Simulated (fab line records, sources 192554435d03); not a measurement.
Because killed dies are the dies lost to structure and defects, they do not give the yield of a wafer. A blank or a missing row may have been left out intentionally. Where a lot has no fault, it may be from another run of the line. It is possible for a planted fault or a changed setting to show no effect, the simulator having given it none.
Matching of chambers -- flow n5Finfet -- 3 sister chambers for N5_BEOL_M8_CURE_75 on uvCure-03
The step cures SiCOH lowk, time 120 s. 6 wafers are shown with their chamber, then 12 later ones without.

EACH WAFER AND ITS CHAMBER
wafer,chamber,wafer_temp_C_max,lampPowerPct (%)
L084.4,1,371.6,52.31
L084.6,1,372.2,52.26
L087.4,2,373.2,52.28
L087.5,2,371.6,52.36
L089.4,0,371.9,52.30
L089.6,0,371.6,52.36

WAFERS WITHOUT THEIR CHAMBER
wafer,wafer_temp_C_max,lampPowerPct (%)
L093.2,371.5,52.30
L093.4,371.6,52.29
L093.5,372.0,52.34
L091.2,372.1,52.30
L091.4,371.8,52.34
L091.5,371.4,52.37
L097.2,371.7,52.29
L097.3,371.3,52.34
L097.5,372.4,52.26
L095.2,372.5,52.29
L095.3,372.2,52.31
L095.5,371.5,52.23

WHICH CHAMBER EACH ONE RAN IN
wafer,from the rows above,in truth
L093.2,can't be placed: 1 or 0 or 2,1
L093.4,can't be placed: 1 or 0 or 2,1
L093.5,can't be placed: 0 or 2 or 1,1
L091.2,can't be placed: 1 or 2 or 0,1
L091.4,can't be placed: 0 or 2 or 1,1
L091.5,can't be placed: 0 or 2 or 1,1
L097.2,can't be placed: 1 or 0 or 2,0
L097.3,can't be placed: 0 or 1 or 2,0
L097.5,can't be placed: 1 or 2 or 0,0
L095.2,can't be placed: 2 or 1 or 0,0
L095.3,can't be placed: 2 or 1 or 0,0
L095.5,can't be placed: 1 or 0 or 2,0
0 of 12 placed correctly. From these rows, 12 cannot be placed; in 12 the true chamber is one of the candidates. 0 placed wrongly.
How it was worked out, from the rows above alone: a wafer's distance from a chamber is the root of the sum, over the readings, of the square of ((its reading less the chamber's mean) divided by the reading's scatter). The wafer belongs to the nearest chamber; if the next one is less than 2 further off, it can't be placed. Each chamber's mean is taken over the wafers shown for it. The scatter: take each reading less its chamber's mean, square it, sum over the shown wafers, divide by the number of wafers less the number of chambers, and take the root.
